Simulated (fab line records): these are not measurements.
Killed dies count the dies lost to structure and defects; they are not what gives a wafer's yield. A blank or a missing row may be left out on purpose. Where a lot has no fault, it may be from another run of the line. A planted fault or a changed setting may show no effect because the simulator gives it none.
fab line records -- flow n5_finfet -- part 1 of 2: steps 1 to 16 of 25
record: lots: 5, wafers: 15, last_day: 19
route steps=1938 shown HKMG_FIN@439
lots untouched by any fault: they come from a run of this same line in which no faults occurred
start_h: start of the lot's first displayed wafer, in hours after the record's first day -- wait_h: how many hours have passed since the lot's step before this one -- " unchanged from the row above -- L1.1+2: several wafers, shown together as one row -- - no value, or no start was given -- * or withheld: withheld -- < > ~ a bound
route shown NAME@n: names a module that has steps shown in the file, with the first one's number in the route -- usual: mean/standard deviation taken from wafers without a fault -- same: alike in all rows -- chamber/n: place in a boat -- sites: each site's reading -- _std_site: the values' standard deviation -- _edge_site: inner sites' mean taken away from outer sites' mean -- radius_mm: for every site, how far away it sits from the centre of the wafer -- mask NAME#n: copy n -- behind: tool/chamber where the wafer was last shaped -- hold: why the lot was held/for how many hours/how that ended -- device: the transistor (n, p or np) that didn't switch -- end of line: the same wafers' tests at the end of the route -- step lacking rows: just its recipe -- killed: count of dies lost to structure and defects at first sort (not the wafer's yield) -- map: the dies of a wafer, with x for killed, . for not killed, _ for no die there
set.NAME: setting as actually run; set.NAME@STEP: the setting as run at that earlier step -- model.NAME: the simulator's own value behind a step, which no gauge read
lots at selected steps of the route; one table per step, one row per wafer
services: from which hour (start_h, from the record's first day; less than 0 if before it) a tool's chamber was out of use, for how many hours, and why
== steps ==
step: N5_HKMG_FIN_STRIP_92
recipe: chemistry: N2/H2, material: SOC, time_s: 20, power_w: 500, temp_c: 40, pressure_mtorr: 50, rf_frequency_hz: 6e+07, bias_power_w: 8, h2_frac: 0.5, n2_flow_sccm: 300, h2_flow_sccm: 300
usual: drypump_motor_current_A: 5.51/0.23, h2_flow_sccm: 300.0/0.96, oes_product_au: 0.79/0.077, rf_vpp_V: 54.1/0.93, showerhead_plenum_p_Torr: 3.36/0.096, throttle_valve_pct: 18.97/0.25
lot.wafer,tool,chamber,start_h,wait_h,drypump_motor_current_A,h2_flow_sccm,oes_product_au,rf_hours_counter_h,rf_vpp_V,showerhead_plenum_p_Torr,throttle_valve_pct
L077.1,rie_diel-05,0,94.42,0.1,5.13,299.8,0.77,137,54.7,3.50,19.14
L077.2,rie_diel-05,3,94.42,0.1,5.61,300.6,1.00,2,53.9,3.44,18.74
L077.3,rie_diel-05,1,94.42,0.1,5.56,297.9,0.69,227,54.7,3.45,19.52
L079.1,rie_diel-05,1,107.21,0.1,5.57,299.3,0.71,231,52.7,3.45,19.53
L079.2,rie_diel-05,3,107.21,0.1,5.60,299.3,0.98,6,54.2,3.44,18.75
L079.4,rie_diel-05,2,107.21,0.1,5.91,301.7,0.73,172,53.7,3.35,18.58
L082.1,rie_diel-06,0,124.47,0.1,5.55,299.6,0.75,162,53.4,3.21,19.09
L082.3,rie_diel-06,1,124.47,0.1,5.86,298.7,0.82,66,54.3,3.40,19.08
L082.6,rie_diel-06,3,124.47,0.1,5.31,300.4,0.81,-,54.1,3.39,19.32
L093.3,rie_diel-06,3,192.33,0.1,5.35,300.0,0.79,131,52.8,3.38,19.34
L093.4,rie_diel-06,2,192.33,0.1,5.30,300.5,0.71,197,53.8,3.33,18.80
L093.6,rie_diel-06,0,192.33,0.1,5.55,299.2,0.73,-,53.6,3.20,19.15
L097.2,rie_diel-05,1,217.71,0.1,5.59,300.8,0.94,12,54.6,3.44,19.20
L097.3,rie_diel-05,0,217.71,0.1,5.14,300.9,0.73,182,54.7,3.47,19.21
L097.5,rie_diel-05,3,217.71,0.1,5.63,300.5,0.88,-,55.4,3.41,18.82
step: N5_HKMG_FIN_WET_ETCH_18
recipe: chemistry: SC1, target: TiN, mix: 1:1:5, temp_c: *, time_s: 55, target_depth_nm: 5.2, dry: ipa_marangoni, rinse_time_s: 30, rinse_temp_c: 23
usual: bath_guard_temp_C: *
lot.wafer,tool,chamber,start_h,wait_h,bath_guard_temp_C
L077.1,wet_bench-06,6,94.51,0.1,*
L077.2,wet_bench-06,0,94.51,0.1,*
L077.3,wet_bench-06,4,94.51,0.1,*
L079.1,wet_bench-01,3,107.29,0.1,*
L079.2,wet_bench-01,6,107.29,0.1,*
L079.4,wet_bench-01,0,107.29,0.1,*
L082.1,wet_bench-05,7,124.55,0.1,*
L082.3,wet_bench-05,6,124.55,0.1,*
L082.6,wet_bench-05,0,124.55,0.1,*
L093.3,wet_bench-06,1,192.41,0.1,*
L093.4,wet_bench-06,5,192.41,0.1,*
L093.6,wet_bench-06,3,192.41,0.1,*
L097.2,wet_bench-01,3,217.79,0.1,*
L097.3,wet_bench-01,5,217.79,0.1,*
L097.5,wet_bench-01,1,217.79,0.1,*
step: N5_HKMG_FIN_STRIP_19
recipe: chemistry: N2/H2, power_w: 2500, temp_c: 300, h2_frac: 0.65, time_s: 360, pressure_mtorr: withheld, n2_flow_sccm: 1750, h2_flow_sccm: 3250
usual: drypump_motor_current_A: 5.7/0.66, h2_flow_sccm: 3250/8.9, heater_power_w: 456/72
lot.wafer,tool,chamber,start_h,wait_h,drypump_motor_current_A,h2_flow_sccm,heater_power_w,rf_hours_counter_h
L077.1,plasma_asher-01,0,94.57,0.0,5.8,3248,400,40
L077.2,plasma_asher-01,1,94.57,0.0,4.7,3258,485,40
L077.3,plasma_asher-01,0,94.57,0.0,5.8,3237,409,-
L079.1,plasma_asher-01,1,107.36,0.0,4.7,3248,481,43
L079.2,plasma_asher-01,0,107.36,0.0,5.8,3248,400,43
L079.4,plasma_asher-01,1,107.36,0.0,4.8,3237,488,-
L082.1,plasma_asher-02,1,124.62,0.0,6.5,3258,575,94
L082.3,plasma_asher-02,1,124.62,0.0,6.5,3253,580,-
L082.6,plasma_asher-02,1,124.62,0.0,6.5,3238,577,-
L093.3,plasma_asher-01,1,192.59,0.1,4.7,3234,475,-
L093.4,plasma_asher-01,0,192.59,0.1,5.8,3261,395,-
L093.6,plasma_asher-01,0,192.59,0.1,5.8,3251,400,-
L097.2,plasma_asher-02,1,217.85,0.0,6.5,3256,577,111
L097.3,plasma_asher-02,1,217.85,0.0,6.5,3260,583,-
L097.5,plasma_asher-02,1,217.85,0.0,6.5,3249,557,-
step: N5_HKMG_FIN_ALD_91
recipe: material: TiN, target_thk_a: 10, temp_c: 400, ald_precursor_family: TiCl4, ald_co_reactant: NH3, pulse_time_s: 1, purge_time_s: 3, co_reactant_purge_time_s: 2, co_reactant_pulse_time_s: 2, ald_cycles: 47, pressure_torr: 3
usual: heater_power_w: 916/60, precursor_pulse_height_rel: 1.002/0.021
same: co_reactant_purge_time_s: 2
lot.wafer,tool,chamber,start_h,wait_h,heater_power_w,precursor_pulse_height_rel
L077.1,ald_metal-02,2,94.96,0.3,979,1.032
L077.2,ald_metal-02,1,94.96,0.3,934,1.025
L077.3,ald_metal-02,0,94.96,0.3,855,1.025
L079.1,ald_metal-04,1,107.74,0.3,1057,1.015
L079.2,ald_metal-04,0,107.74,0.3,963,0.986
L079.4,ald_metal-04,3,107.74,0.3,803,1.017
L082.1,ald_metal-04,0,125.00,0.3,973,0.999
L082.3,ald_metal-04,1,125.00,0.3,1011,1.006
L082.6,ald_metal-04,0,125.00,0.3,952,0.991
L093.3,ald_metal-03,1,192.85,0.1,904,0.974
L093.4,ald_metal-03,2,192.85,0.1,960,0.985
L093.6,ald_metal-03,0,192.85,0.1,923,0.987
L097.2,ald_metal-02,3,218.24,0.3,910,0.982
L097.3,ald_metal-02,2,218.24,0.3,968,0.998
L097.5,ald_metal-02,0,218.24,0.3,836,0.943
step: N5_HKMG_FIN_COAT_85
recipe: resist: SOC, temp_c: 250, time_s: 60, spin_rpm: 1500, resist_thk_nm: 300
lot.wafer,tool,chamber,start_h,wait_h
L077.1+2+3,litho_track-01,0,95.23,0.2
L079.1+2+4,litho_track-04,0,108.01,0.2
L082.1+3+6,litho_track-04,0,125.27,0.2
L093.3+4+6,litho_track-04,0,193.14,0.2
L097.2+3+5,litho_track-04,0,218.52,0.2
step: N5_HKMG_FIN_ETCH_86
recipe: chemistry: N2/H2, target: SOC, target_depth_a: 3932, stop_on: TiN, ion_energy_ev: 100, bias_w: 61, pressure_mtorr: 30, source_w: 850, n2_flow_sccm: 200, h2_flow_sccm: 200
usual: drypump_motor_current_A: 5.50/0.22, h2_flow_sccm: 200.1/0.63, oes_product_au: 0.79/0.08, rf_vpp_V: 240.7/1.4, showerhead_plenum_p_Torr: 2.54/0.085, throttle_valve_pct: 17.77/0.23
lot.wafer,tool,chamber,start_h,wait_h,drypump_motor_current_A,h2_flow_sccm,oes_product_au,rf_hours_counter_h,rf_vpp_V,showerhead_plenum_p_Torr,throttle_valve_pct
L077.1,rie_diel-06,2,95.30,-,5.29,200.5,0.74,160,240.8,2.54,17.56
L077.2,rie_diel-06,3,95.30,-,5.33,199.7,0.82,96,240.7,2.57,17.92
L077.3,rie_diel-06,1,95.30,-,5.83,199.2,0.82,59,242.1,2.58,17.42
L079.1,rie_diel-05,3,108.15,-,5.60,199.6,0.96,7,241.2,2.60,17.58
L079.2,rie_diel-05,0,108.15,-,5.11,199.4,0.76,142,242.8,2.65,18.05
L079.4,rie_diel-05,2,108.15,-,5.93,200.8,0.74,173,240.8,2.53,17.61
L082.1,rie_diel-06,2,125.40,-,5.28,199.5,0.73,173,241.4,2.53,17.56
L082.3,rie_diel-06,1,125.40,-,5.86,201.3,0.81,66,241.4,2.58,17.46
L082.6,rie_diel-06,2,125.40,-,5.28,199.7,0.73,-,240.2,2.53,17.58
L093.3,rie_diel-03,3,193.19,-,5.30,200.0,0.85,52,240.9,2.58,18.00
L093.4,rie_diel-03,1,193.19,-,5.46,200.0,0.87,46,241.4,2.58,17.43
L093.6,rie_diel-03,2,193.19,-,5.64,201.1,0.74,-,239.2,2.34,17.82
L097.2,rie_diel-05,0,218.58,-,5.11,200.9,0.73,182,241.8,2.63,18.12
L097.3,rie_diel-05,3,218.58,-,5.63,198.9,0.88,47,241.3,2.59,17.67
L097.5,rie_diel-05,2,218.58,-,5.90,200.7,0.70,-,241.0,2.52,17.66
step: N5_HKMG_FIN_STRIP_89
recipe: chemistry: N2/H2, material: SOC, time_s: 20, power_w: 500, temp_c: 40, pressure_mtorr: 50, rf_frequency_hz: 6e+07, bias_power_w: 8, h2_frac: 0.5, n2_flow_sccm: 300, h2_flow_sccm: 300
usual: drypump_motor_current_A: 5.51/0.23, h2_flow_sccm: 300.1/1, oes_product_au: 0.80/0.083, rf_vpp_V: 54.3/0.89, showerhead_plenum_p_Torr: 3.36/0.11, throttle_valve_pct: 18.96/0.27
lot.wafer,tool,chamber,start_h,wait_h,drypump_motor_current_A,h2_flow_sccm,oes_product_au,rf_hours_counter_h,rf_vpp_V,showerhead_plenum_p_Torr,throttle_valve_pct
L077.1,rie_diel-06,2,95.36,0.0,5.28,299.2,0.75,161,55.0,3.35,18.77
L077.2,rie_diel-06,3,95.36,0.0,5.34,297.6,0.82,96,53.8,3.40,19.30
L077.3,rie_diel-06,1,95.36,0.0,5.88,300.8,0.83,59,54.2,3.41,19.03
L079.1,rie_diel-05,3,108.21,0.0,5.63,299.5,0.98,7,54.6,3.44,18.75
L079.2,rie_diel-05,0,108.21,0.0,5.13,300.5,0.76,142,54.3,3.49,19.15
L079.4,rie_diel-05,2,108.21,0.0,5.91,299.3,0.74,173,55.4,3.35,18.56
L082.1,rie_diel-06,2,125.46,0.0,5.27,300.9,0.74,173,54.3,3.35,18.76
L082.3,rie_diel-06,1,125.46,0.0,5.88,301.0,0.83,66,55.1,3.40,19.03
L082.6,rie_diel-06,2,125.46,0.0,5.27,300.6,0.73,-,53.5,3.35,18.78
L093.3,rie_diel-03,3,193.25,0.0,5.31,299.3,0.85,53,55.4,3.40,19.11
L093.4,rie_diel-03,1,193.25,0.0,5.45,300.8,0.86,46,54.7,3.40,18.78
L093.6,rie_diel-03,2,193.25,0.0,5.62,299.8,0.74,-,54.0,3.09,18.88
L097.2,rie_diel-05,0,218.64,0.0,5.13,301.8,0.73,182,53.8,3.47,19.21
L097.3,rie_diel-05,3,218.64,0.0,5.60,300.8,0.88,47,55.0,3.41,18.81
L097.5,rie_diel-05,2,218.64,0.0,5.95,299.2,0.70,-,54.1,3.32,18.64
step: N5_HKMG_FIN_WET_ETCH_87
recipe: chemistry: SC1, target: TiN, mix: 1:2:40, temp_c: 50, time_s: 154.2, target_depth_nm: 4.7, dry: ipa_marangoni, rinse_time_s: 30, rinse_temp_c: 23
usual: bath_guard_temp_C: 50.2/0.51
lot.wafer,tool,chamber,start_h,wait_h,bath_guard_temp_C
L077.1,wet_bench-05,3,95.46,0.1,50.1
L077.2,wet_bench-05,5,95.46,0.1,49.8
L077.3,wet_bench-05,6,95.46,0.1,50.6
L079.1,wet_bench-06,4,108.31,0.1,50.1
L079.2,wet_bench-06,3,108.31,0.1,49.4
L079.4,wet_bench-06,7,108.31,0.1,49.8
L082.1,wet_bench-01,6,125.56,0.1,50.1
L082.3,wet_bench-01,7,125.56,0.1,49.9
L082.6,wet_bench-01,5,125.56,0.1,50.6
L093.3,wet_bench-05,2,193.35,0.1,49.9
L093.4,wet_bench-05,7,193.35,0.1,50.3
L093.6,wet_bench-05,0,193.35,0.1,50.0
L097.2,wet_bench-01,2,218.74,0.1,50.4
L097.3,wet_bench-01,6,218.74,0.1,50.4
L097.5,wet_bench-01,5,218.74,0.1,50.2
step: N5_HKMG_FIN_STRIP_88
recipe: chemistry: N2/H2, power_w: 2500, temp_c: 300, h2_frac: 0.65, time_s: 360, pressure_mtorr: withheld, n2_flow_sccm: 1750, h2_flow_sccm: 3250
usual: drypump_motor_current_A: 5.8/0.66, h2_flow_sccm: 3249/9.9, heater_power_w: 461/76
lot.wafer,tool,chamber,start_h,wait_h,drypump_motor_current_A,h2_flow_sccm,heater_power_w,rf_hours_counter_h
L077.1,plasma_asher-01,1,95.55,0.0,4.7,3236,473,41
L077.2,plasma_asher-01,0,95.55,0.0,5.8,3258,397,41
L077.3,plasma_asher-01,0,95.55,0.0,5.8,3256,396,-
L079.1,plasma_asher-01,0,108.40,0.0,5.8,3266,402,44
L079.2,plasma_asher-01,1,108.40,0.0,4.8,3260,478,44
L079.4,plasma_asher-01,1,108.40,0.0,4.8,3243,489,-
L082.1,plasma_asher-01,0,125.65,0.0,5.8,3233,403,48
L082.3,plasma_asher-01,1,125.65,0.0,4.8,3251,481,-
L082.6,plasma_asher-01,0,125.65,0.0,5.8,3235,403,-
L093.3,plasma_asher-01,1,193.56,0.1,4.7,3253,466,-
L093.4,plasma_asher-01,0,193.56,0.1,5.8,3246,395,-
L093.6,plasma_asher-01,0,193.56,0.1,5.8,3263,406,-
L097.2,plasma_asher-02,1,218.83,0.0,6.5,3247,583,111
L097.3,plasma_asher-02,0,218.83,0.0,6.1,3266,394,-
L097.5,plasma_asher-02,1,218.83,0.0,6.5,3225,564,-
step: N5_HKMG_FIN_NWFM_ALD_20
recipe: material: TiAlC, target_thk_a: 20, temp_c: 300, ald_precursor_family: TiCl4, ald_co_reactant: TEA, pulse_time_s: 3, purge_time_s: 2, co_reactant_purge_time_s: 2, co_reactant_pulse_time_s: 10, ald_cycles: 7, pressure_torr: 3
usual: heater_power_w: 517/38, precursor_pulse_height_rel: 0.999/0.02
same: co_reactant_purge_time_s: 2
lot.wafer,tool,chamber,start_h,wait_h,heater_power_w,precursor_pulse_height_rel
L077.1,ald_metal-04,3,95.93,0.3,431,0.994
L077.2,ald_metal-04,2,95.93,0.3,481,1.039
L077.3,ald_metal-04,0,95.93,0.3,534,0.968
L079.1,ald_metal-03,0,108.78,0.3,514,1.042
L079.2,ald_metal-03,3,108.78,0.3,517,1.034
L079.4,ald_metal-03,1,108.78,0.3,523,1.004
L082.1,ald_metal-02,2,126.03,0.3,537,1.011
L082.3,ald_metal-02,3,126.03,0.3,496,0.978
L082.6,ald_metal-02,2,126.03,0.3,543,0.999
L093.3,ald_metal-04,2,193.83,0.1,499,0.996
L093.4,ald_metal-04,1,193.83,0.1,573,1.015
L093.6,ald_metal-04,0,193.83,0.1,534,1.019
L097.2,ald_metal-02,1,219.22,0.3,516,1.023
L097.3,ald_metal-02,0,219.22,0.3,482,0.998
L097.5,ald_metal-02,0,219.22,0.3,480,0.991
step: N5_HKMG_FIN_ALD_71
recipe: material: TiN, target_thk_a: 10, temp_c: 400, ald_precursor_family: TiCl4, ald_co_reactant: NH3, pulse_time_s: 1, purge_time_s: 3, co_reactant_purge_time_s: 2, co_reactant_pulse_time_s: 2, ald_cycles: 47, pressure_torr: 3
usual: heater_power_w: 924/70, precursor_pulse_height_rel: 0.999/0.019
same: co_reactant_purge_time_s: 2
lot.wafer,tool,chamber,start_h,wait_h,heater_power_w,precursor_pulse_height_rel
L077.1,ald_metal-04,3,96.03,0.0,769,0.959
L077.2,ald_metal-04,2,96.03,0.0,893,1.007
L077.3,ald_metal-04,0,96.03,0.0,954,0.986
L079.1,ald_metal-03,0,108.88,0.0,917,1.009
L079.2,ald_metal-03,3,108.88,0.0,907,1.028
L079.4,ald_metal-03,1,108.88,0.0,906,0.976
L082.1,ald_metal-02,2,126.13,0.0,959,0.989
L082.3,ald_metal-02,3,126.13,0.0,884,1.001
L082.6,ald_metal-02,2,126.13,0.0,952,0.988
L093.3,ald_metal-04,2,193.93,0.0,892,0.978
L093.4,ald_metal-04,1,193.93,0.0,1083,1.001
L093.6,ald_metal-04,0,193.93,0.0,976,1.015
L097.2,ald_metal-02,1,219.32,0.0,934,1.009
L097.3,ald_metal-02,0,219.32,0.0,820,1.000
L097.5,ald_metal-02,0,219.32,0.0,830,1.003
step: N5_HKMG_FIN_COAT_66
recipe: resist: SOC, temp_c: 250, time_s: 60, spin_rpm: 1500, resist_thk_nm: 300
lot.wafer,tool,chamber,start_h,wait_h
L077.1+2+3,litho_track-02,0,96.30,0.2
L079.1+2+4,litho_track-04,0,109.16,0.2
L082.1+3+6,litho_track-01,0,126.41,0.2
L093.3+4+6,litho_track-04,0,194.21,0.2
L097.2+3+5,litho_track-04,0,219.59,0.2
step: N5_HKMG_FIN_ETCH_67
recipe: chemistry: N2/H2, target: SOC, target_depth_a: 3889, stop_on: TiN, ion_energy_ev: 100, bias_w: 61, pressure_mtorr: 30, source_w: 850, n2_flow_sccm: 200, h2_flow_sccm: 200
usual: drypump_motor_current_A: 5.51/0.23, h2_flow_sccm: 200.0/0.57, oes_product_au: 0.79/0.072, rf_vpp_V: 240.7/1.4, showerhead_plenum_p_Torr: 2.54/0.079, throttle_valve_pct: 17.74/0.22
lot.wafer,tool,chamber,start_h,wait_h,drypump_motor_current_A,h2_flow_sccm,oes_product_au,rf_hours_counter_h,rf_vpp_V,showerhead_plenum_p_Torr,throttle_valve_pct
L077.1,rie_diel-03,0,96.37,-,5.46,200.7,0.74,136,241.7,2.55,17.70
L077.2,rie_diel-03,3,96.37,-,5.27,199.5,0.90,20,242.4,2.59,17.92
L077.3,rie_diel-03,1,96.37,-,5.44,200.5,0.94,10,239.8,2.59,17.37
L079.1,rie_diel-06,1,109.35,-,5.83,199.3,0.83,64,242.2,2.58,17.44
L079.2,rie_diel-06,2,109.35,-,5.28,200.2,0.74,165,238.4,2.54,17.57
L079.4,rie_diel-06,3,109.35,-,5.34,200.0,0.81,100,240.4,2.57,17.94
L082.1,rie_diel-03,0,126.47,-,5.45,200.7,0.74,147,241.0,2.55,17.71
L082.3,rie_diel-03,1,126.47,-,5.45,200.0,0.93,21,240.0,2.59,17.39
L082.6,rie_diel-03,1,126.47,-,5.47,199.2,0.91,-,241.9,2.59,17.39
L093.3,rie_diel-05,2,194.27,-,5.93,199.9,0.71,204,241.5,2.52,17.65
L093.4,rie_diel-05,0,194.27,-,5.13,200.1,0.73,173,242.8,2.64,18.08
L093.6,rie_diel-05,2,194.27,-,5.89,199.4,0.70,-,241.5,2.52,17.63
L097.2,rie_diel-05,1,219.94,-,5.56,200.3,0.92,13,243.5,2.60,17.76
L097.3,rie_diel-05,3,219.94,-,5.60,199.9,0.87,48,242.0,2.59,17.67
L097.5,rie_diel-05,3,219.94,-,5.60,199.8,0.87,-,241.6,2.59,17.64
step: N5_HKMG_FIN_STRIP_90
recipe: chemistry: N2/H2, material: SOC, time_s: 20, power_w: 500, temp_c: 40, pressure_mtorr: 50, rf_frequency_hz: 6e+07, bias_power_w: 8, h2_frac: 0.5, n2_flow_sccm: 300, h2_flow_sccm: 300
usual: drypump_motor_current_A: 5.51/0.23, h2_flow_sccm: 300.0/0.9, oes_product_au: 0.80/0.075, rf_vpp_V: 54.3/0.82, showerhead_plenum_p_Torr: 3.36/0.1, throttle_valve_pct: 18.97/0.24
lot.wafer,tool,chamber,start_h,wait_h,drypump_motor_current_A,h2_flow_sccm,oes_product_au,rf_hours_counter_h,rf_vpp_V,showerhead_plenum_p_Torr,throttle_valve_pct
L077.1,rie_diel-03,0,96.43,0.0,5.45,299.9,0.76,136,53.8,3.37,18.68
L077.2,rie_diel-03,3,96.43,0.0,5.28,300.8,0.91,20,54.3,3.42,19.04
L077.3,rie_diel-03,1,96.43,0.0,5.47,300.3,0.95,10,54.4,3.42,18.71
L079.1,rie_diel-06,1,109.41,0.0,5.86,301.0,0.82,64,53.1,3.40,19.05
L079.2,rie_diel-06,2,109.41,0.0,5.29,299.8,0.74,166,54.8,3.35,18.76
L079.4,rie_diel-06,3,109.41,0.0,5.36,300.1,0.82,101,54.7,3.39,19.30
L082.1,rie_diel-03,0,126.53,0.0,5.44,300.1,0.75,147,53.5,3.37,18.70
L082.3,rie_diel-03,1,126.53,0.0,5.42,300.7,0.92,21,55.0,3.41,18.71
L082.6,rie_diel-03,1,126.53,0.0,5.45,300.0,0.93,-,55.4,3.41,18.74
L093.3,rie_diel-05,2,194.33,0.0,5.91,300.5,0.71,204,53.1,3.33,18.62
L093.4,rie_diel-05,0,194.33,0.0,5.11,300.7,0.73,173,54.8,3.48,19.20
L093.6,rie_diel-05,2,194.33,0.0,5.93,300.4,0.70,-,54.7,3.33,18.60
L097.2,rie_diel-05,1,220.00,0.0,5.50,299.6,0.94,13,54.6,3.43,19.20
L097.3,rie_diel-05,3,220.00,0.0,5.61,300.2,0.87,48,52.6,3.41,18.82
L097.5,rie_diel-05,3,220.00,0.0,5.62,300.6,0.88,-,55.6,3.41,18.82
step: N5_HKMG_FIN_WET_ETCH_73
recipe: chemistry: SC1, mix: 1:2:40, temp_c: 50, time_s: 42.3, target_depth_nm: 1.3, dry: ipa_marangoni, rinse_time_s: 30, rinse_temp_c: 23
usual: bath_guard_temp_C: 50.2/0.55
lot.wafer,tool,chamber,start_h,wait_h,bath_guard_temp_C
L077.1,wet_bench-05,0,96.53,0.1,49.6
L077.2,wet_bench-05,4,96.53,0.1,51.4
L077.3,wet_bench-05,5,96.53,0.1,49.6
L079.1,wet_bench-06,7,109.51,0.1,50.0
L079.2,wet_bench-06,1,109.51,0.1,49.5
L079.4,wet_bench-06,2,109.51,0.1,50.0
L082.1,wet_bench-01,4,126.63,0.1,50.2
L082.3,wet_bench-01,6,126.63,0.1,50.1
L082.6,wet_bench-01,3,126.63,0.1,49.2
L093.3,wet_bench-01,5,194.43,0.1,50.7
L093.4,wet_bench-01,2,194.43,0.1,50.4
L093.6,wet_bench-01,6,194.43,0.1,50.5
L097.2,wet_bench-05,0,220.13,0.1,49.7
L097.3,wet_bench-05,1,220.13,0.1,50.8
L097.5,wet_bench-05,4,220.13,0.1,51.8
step: N5_HKMG_FIN_ETCHBACK_68
recipe: chemistry: Cl2/Ar, stop_on: HfO2, target_depth_a: 5, pressure_mtorr: 10, icp_w: 600, bias_w: 60, Cl2_flow_sccm: 40, Ar_flow_sccm: 60
usual: drypump_motor_current_A: 5.5/0.45, oes_product_au: 0.73/0.098, throttle_valve_pct: 20.79/0.13
lot.wafer,tool,chamber,start_h,wait_h,drypump_motor_current_A,oes_product_au,rf_hours_counter_h,throttle_valve_pct
L077.1,rie_metal-03,0,96.59,0.0,6.0,0.63,106,20.80
L077.2,rie_metal-03,1,96.59,0.0,5.4,0.82,26,20.91
L077.3,rie_metal-03,0,96.59,0.0,6.0,0.63,-,20.81
L079.1,rie_metal-03,0,109.57,0.0,5.9,0.63,108,20.80
L079.2,rie_metal-03,1,109.57,0.0,5.4,0.81,28,20.93
L079.4,rie_metal-03,1,109.57,0.0,5.4,0.81,-,20.94
L082.1,rie_metal-01,1,126.70,0.0,5.0,0.60,123,20.98
L082.3,rie_metal-01,0,126.70,0.0,5.0,0.85,-,20.68
L082.6,rie_metal-01,1,126.70,0.0,5.0,0.60,-,20.98
L093.3,rie_metal-02,1,194.52,0.1,5.0,0.66,-,20.59
L093.4,rie_metal-02,0,194.52,0.1,6.1,0.83,-,20.80
L093.6,rie_metal-02,1,194.52,0.1,5.0,0.66,-,20.58
L097.2,rie_metal-03,1,220.19,0.0,5.4,0.78,38,20.94
L097.3,rie_metal-03,1,220.19,0.0,5.3,0.78,-,20.95
L097.5,rie_metal-03,0,220.19,0.0,6.0,0.61,-,20.84
